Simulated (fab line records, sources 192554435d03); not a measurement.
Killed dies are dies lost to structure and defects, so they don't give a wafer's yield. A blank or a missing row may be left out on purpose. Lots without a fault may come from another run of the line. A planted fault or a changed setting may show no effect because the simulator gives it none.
fab line records | flow n5_finfet
record lots=7 wafers=39
route steps=1938 shown FIN_CUT@173 DUMMY_GATE@237 HKMG_FIN@388 GATE_CUT@466 MOL_CONTACT_COAG@615 BEOL_M4@1111
start_h: hours from the record's first day to the start of the lot's first wafer shown | wait_h: hours since the lot's step before | " the same as in the row above | L1.1+2: a row that stands for several wafers | - no value, or no start given | * or withheld: withheld | < > ~ a bound
route shown NAME@n: a module of which the file shows steps, and the number in the route of the first | usual: mean/standard deviation of fault-free wafers | same: alike in all rows | chamber/n: place in a boat | sites: the reading at each site | _std_site: their standard deviation | _edge_site: outer sites' mean less inner sites' | radius_mm: how far each site lies from the wafer's centre | mask NAME#n: copy n | behind: the tool/chamber that last shaped the wafer | hold: why the lot was held/for how many hours/how that ended | device: the transistor (n, p or np) that didn't switch | end of line: the same wafers' tests at the end of the route | a step without rows: its recipe alone | killed: dies lost to structure and defects at the first sort, not the wafer's yield | map: a wafer's dies, x killed, . not, _ none there
set.NAME: the setting as run; set.NAME@STEP: as run at that earlier step | model.NAME: the simulator's own value behind a step, which no gauge read
lots whose settings were changed on purpose; a table a step, a row a wafer
## steps
# step N5_FIN_CUT_CUT_ETCH_26
# recipe chemistry=CH3F/O2 target=SiNx target_depth_a=390 mask_material=SOC time_s=55.7 pressure_mtorr=30 source_w=395 bias_w=73 Ar_flow_sccm=150 CH3F_flow_sccm=30 O2_flow_sccm=20 ion_energy_ev=120
# step N5_DUMMY_GATE_ETCH_37
# recipe chemistry=N2/H2 target=SOC target_depth_a=600 overetch_a=300 temp_c=40 ion_energy_ev=200 pressure_mtorr=30 source_w=840 bias_w=150 n2_flow_sccm=200 h2_flow_sccm=200
# step N5_HKMG_FIN_ALD_74
# recipe material=La2O3 target_thk_a=5 temp_c=250 ald_precursor_family=La-Cp ald_co_reactant=O3 pulse_time_s=6 co_reactant_pulse_time_s=1 purge_time_s=3 co_reactant_purge_time_s=3
# step N5_HKMG_FIN_EXPOSE_46
# recipe mask_id=NDIPOLE na=1.35 source_shape=conventional sigma_outer=0.8 polarization=unpolarized dose_mj=40
# step N5_HKMG_FIN_ETCH_58
# recipe chemistry=N2/H2 target=SOC target_depth_a=2158 ion_energy_ev=50 bias_w=13 time_s=741 pressure_mtorr=30 source_w=875 n2_flow_sccm=200 h2_flow_sccm=200
# step N5_HKMG_FIN_ETCH_35
# recipe chemistry=N2/H2 target=SOC target_depth_a=2158 ion_energy_ev=65 bias_w=5 source_w=3000 time_s=243.4 pressure_mtorr=30 n2_flow_sccm=200 h2_flow_sccm=200
# step N5_HKMG_FIN_NWFM_ALD_20
# recipe material=TiAlC target_thk_a=20 temp_c=300 ald_precursor_family=TiCl4 ald_co_reactant=TEA pulse_time_s=3 purge_time_s=2 co_reactant_purge_time_s=2 co_reactant_pulse_time_s=10 ald_cycles=7 pressure_torr=3
# step N5_GATE_CUT_ETCH_56
# recipe chemistry=Cl2/Ar target=TiN target_depth_a=216 pressure_mtorr=10 icp_w=600 bias_w=60 Cl2_flow_sccm=40 Ar_flow_sccm=60
# step N5_MOL_CONTACT_COAG_VIA_ETCH_117
# recipe chemistry=C4F6/O2 target_depth_a=400 overetch_a=80 mask_material=SOC target=SiO2 bias_w=455 pressure_mtorr=10 time_s=26 source_w=325 Ar_flow_sccm=300 C4F6_flow_sccm=10 O2_flow_sccm=10 ion_energy_ev=575.3 ends=end_point
# step N5_BEOL_M4_RC_MEAS_101
# usual IOFF_P_LONG=0.000108/9.9e-06 VT_N_LVT=98.6/2.8 VT_P=-249/3.1 VT_P_LONG=-275/3.3
# columns lot.wafer tool chamber start_h wait_h set.source_w@FIN_CUT_CUT_ETCH_26 set.source_w@DUMMY_GATE_ETCH_37 set.co_reactant_pulse_time_s@HKMG_FIN_ALD_74 set.dose_mj@HKMG_FIN_EXPOSE_46 set.bias_w@HKMG_FIN_ETCH_58 set.target_depth_a@HKMG_FIN_ETCH_35 set.co_reactant_pulse_time_s@HKMG_FIN_NWFM_ALD_20 set.bias_w@GATE_CUT_ETCH_56 set.target_depth_a@MOL_CONTACT_COAG_VIA_ETCH_117 IOFF_P_LONG[nA/um] VT_N_LVT[mV] VT_P[mV] VT_P_LONG[mV]
L074.1 prober-01 0 185.19 0.0 458.7 840 1 40 14.52 2237 10 52.12 400 0.000109 92.1 -248 -273
L074.2 " 0 " " 395 924.8 1.098 40 14.52 2237 10 60 400 0.000106 94.3 -255 -274
L074.3 " 0 " " 395 924.8 1.098 40 14.52 2158 11.37 60 400 0.0001 87.6 -251 -278
L074.4 " 0 " " 458.7 840 1.098 40 13 2158 10 52.12 400 0.000105 92.9 -252 -277
L074.5 " 0 " " 395 840 1 40 13 2158 11.37 60 400 0.000107 92.9 -250 -275
L074.6 " 0 " " 458.7 924.8 1 40 13 2237 11.37 52.12 400 0.000107 92.6 -250 -277
L075.1 prober-01 0 198.19 0.0 395 840 1.121 38.53 13 2158 10 60 400 0.000101 91.9 -252 -278
L075.2 " 0 " " 395 764 1 38.53 13 2158 10 60 379.9 0.000111 96.5 -247 -275
L075.3 " 0 " " 395 764 1 40 13 2158 8.713 60 400 0.000106 98.6 -248 -271
L075.4 " 0 " " 395 840 1.121 38.53 13 1926 8.713 60 400 0.000101 96.5 -252 -277
L075.5 " 0 " " 395 764 1.121 40 13 1926 8.713 60 379.9 0.000106 95.9 -249 -277
L075.6 " 0 " " 395 840 1 40 13 1926 10 60 379.9 0.000111 97.0 -249 -275
L085.1 prober-01 0 254.70 0.0 395 840 0.7666 40 14.5 2158 10 60 400 0.000144 108.6 -236 -263
L085.2 " 0 " " 395 840 1 41.24 13 2158 10 54.43 400 0.00012 101.3 -242 -272
L085.3 " 0 " " 333.7 795.4 0.7666 40 13 2158 10 54.43 433.3 0.000149 108.0 -239 -262
L085.4 " 0 " " 395 795.4 1 40 14.5 2158 10 60 433.3 0.000123 99.8 -247 -273
L085.5 " 0 " " 333.7 840 0.7666 41.24 14.5 2158 10 54.43 400 0.000146 106.2 -238 -263
L085.6 " 0 " " 333.7 795.4 1 41.24 13 2158 10 60 433.3 0.000118 103.2 -246 -267
L084.1 prober-01 0 283.19 0.0 395 840 1 40 13 2158 10 60 400 0.000104 96.3 -249 -277
L084.2 " 0 " " 395 840 1 40 13 2158 10 60 400 0.000103 100.7 -253 -277
L084.5 " 0 " " 395 840 1 40 13 2158 10 60 400 0.000107 101.1 -251 -274
L089.1 prober-02 0 296.68 0.0 395 888.2 1 40 13 2158 10 60 400 0.000123 97.1 -245 -272
L089.2 " 0 " " 395 888.2 1 40 13 2256 10 60 385.1 0.000119 97.7 -245 -269
L089.3 " 0 " " 395 840 1 42.12 11.37 2158 10 60 385.1 0.000119 95.5 -244 -271
L089.4 " 0 " " 395 840 1 40 11.37 2158 10 60 400 0.000124 99.3 -246 -270
L089.5 " 0 " " 395 888.2 1 42.12 11.37 2256 10 60 400 0.000115 98.8 -246 -270
L089.6 " 0 " " 395 840 1 42.12 13 2256 10 60 385.1 0.000121 96.6 -246 -271
L083.1 prober-01 0 300.00 0.0 395 840 1 40 13 2158 11.76 60 415.1 0.000111 95.5 -247 -274
L083.2 " 0 " " 395 840 0.9238 40 15.26 1915 11.76 60 400 0.000121 99.3 -245 -271
L083.3 " 0 " " 367.4 955.5 0.9238 41.97 13 1915 11.76 60 400 0.000116 98.7 -249 -272
L083.4 " 0 " " 367.4 840 0.9238 41.97 15.26 2158 10 60 415.1 0.000117 98.9 -246 -271
L083.5 " 0 " " 367.4 955.5 1 40 13 2158 10 60 400 0.000116 96.9 -248 -272
L083.6 " 0 " " 395 955.5 1 41.97 15.26 1915 10 60 415.1 0.000108 96.5 -246 -271
L091.1 prober-02 0 334.87 0.0 395 727.9 1 40 13 2432 9.145 60 400 9.7e-05 102.8 -254 -279
L091.2 " 0 " " 358.2 840 1 41.18 12.29 2432 10 60 400 9.8e-05 97.3 -251 -278
L091.3 " 0 " " 395 727.9 0.7716 41.18 13 2158 10 60 383.6 0.000118 105.9 -242 -271
L091.4 " 0 " " 395 840 1 40 12.29 2158 9.145 60 400 9.5e-05 101.5 -251 -276
L091.5 " 0 " " 358.2 840 0.7716 40 13 2158 10 60 383.6 0.000113 106.0 -242 -271
L091.6 " 0 " " 358.2 727.9 0.7716 41.18 12.29 2432 9.145 60 383.6 0.00012 111.3 -245 -270
## key
split step=N5_FIN_CUT_CUT_ETCH_26 setting=source_w stated_as=395
response none clear
split step=N5_DUMMY_GATE_ETCH_37 setting=source_w stated_as=840
response none clear
split step=N5_HKMG_FIN_ALD_74 setting=co_reactant_pulse_time_s stated_as=1
response step=N5_BEOL_M4_RC_MEAS_101 reading=IOFF_P_LONG slope=-8.11e-07 per=1% together_with=all explained=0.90
response step=N5_BEOL_M4_RC_MEAS_101 reading=VT_P_LONG slope=-0.331 per=1% together_with=all explained=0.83
response step=N5_BEOL_M4_RC_MEAS_101 reading=VT_N_LVT slope=-0.308 per=1% together_with=all explained=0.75
response step=N5_BEOL_M4_RC_MEAS_101 reading=VT_P slope=-0.284 per=1% together_with=all explained=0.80
split step=N5_HKMG_FIN_EXPOSE_46 setting=dose_mj stated_as=40
response none clear
split step=N5_HKMG_FIN_ETCH_58 setting=bias_w stated_as=13
response none clear
split step=N5_HKMG_FIN_ETCH_35 setting=target_depth_a stated_as=2158
response none clear
split step=N5_HKMG_FIN_NWFM_ALD_20 setting=co_reactant_pulse_time_s stated_as=10
response none clear
split step=N5_GATE_CUT_ETCH_56 setting=bias_w stated_as=60
response none clear
split step=N5_MOL_CONTACT_COAG_VIA_ETCH_117 setting=target_depth_a stated_as=400
response none clear
